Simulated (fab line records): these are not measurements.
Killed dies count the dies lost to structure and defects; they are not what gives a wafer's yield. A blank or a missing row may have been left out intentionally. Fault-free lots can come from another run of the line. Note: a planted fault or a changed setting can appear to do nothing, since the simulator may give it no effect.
Chamber matching || flow n5_finfet || N5_BEOL_M2_ETCH_63 on rie_diel-04: 4 sister chambers
The step etches SiARC in CF4, target depth 15.6 nm, time 26 s. 4 wafers are shown with their chamber, then 12 later ones without.

== EACH WAFER AND ITS CHAMBER ==
{"wafer": "L093.5", "chamber": 0, "drypump_motor_current_A (A)": 4.9}
{"wafer": "L094.3", "chamber": 1, "drypump_motor_current_A (A)": 5.7}
{"wafer": "L094.5", "chamber": 2, "drypump_motor_current_A (A)": 6.8}
{"wafer": "L094.6", "chamber": 3, "drypump_motor_current_A (A)": 5.8}

== WAFERS WITH NO CHAMBER GIVEN ==
{"wafer": "L095.1", "drypump_motor_current_A (A)": 5.8}
{"wafer": "L095.2", "drypump_motor_current_A (A)": 6.8}
{"wafer": "L095.3", "drypump_motor_current_A (A)": 5.0}
{"wafer": "L095.4", "drypump_motor_current_A (A)": 5.7}
{"wafer": "L095.5", "drypump_motor_current_A (A)": 5.7}
{"wafer": "L095.6", "drypump_motor_current_A (A)": 5.0}
{"wafer": "L097.1", "drypump_motor_current_A (A)": 6.7}
{"wafer": "L097.2", "drypump_motor_current_A (A)": 4.9}
{"wafer": "L097.3", "drypump_motor_current_A (A)": 5.8}
{"wafer": "L097.4", "drypump_motor_current_A (A)": 5.7}
{"wafer": "L097.5", "drypump_motor_current_A (A)": 5.8}
{"wafer": "L097.6", "drypump_motor_current_A (A)": 6.8}

== WHICH CHAMBER EACH WENT THROUGH ==
{"wafer": "L095.1", "from the rows above": 3, "in truth": 3}
{"wafer": "L095.2", "from the rows above": 2, "in truth": 2}
{"wafer": "L095.3", "from the rows above": 0, "in truth": 0}
{"wafer": "L095.4", "from the rows above": 1, "in truth": 1}
{"wafer": "L095.5", "from the rows above": 1, "in truth": 1}
{"wafer": "L095.6", "from the rows above": 0, "in truth": 0}
{"wafer": "L097.1", "from the rows above": 2, "in truth": 2}
{"wafer": "L097.2", "from the rows above": 0, "in truth": 0}
{"wafer": "L097.3", "from the rows above": 3, "in truth": 3}
{"wafer": "L097.4", "from the rows above": 1, "in truth": 1}
{"wafer": "L097.5", "from the rows above": 3, "in truth": 3}
{"wafer": "L097.6", "from the rows above": 2, "in truth": 2}
12 of 12 placed correctly. Number that these rows cannot place: 0. Placed wrongly: 0.
How it was worked out, from the rows above alone: a wafer's distance from a chamber is the root of the sum, over the readings, of the square of ((its reading less the chamber's mean) divided by the reading's scatter). The wafer belongs to the nearest chamber; if the next one is less than 2 further off, it can't be placed. For every chamber, the mean is computed from those of its wafers that are shown. The scatter: root of mean squared gap, hidden wafer to nearest shown wafer, with one shown wafer a chamber.
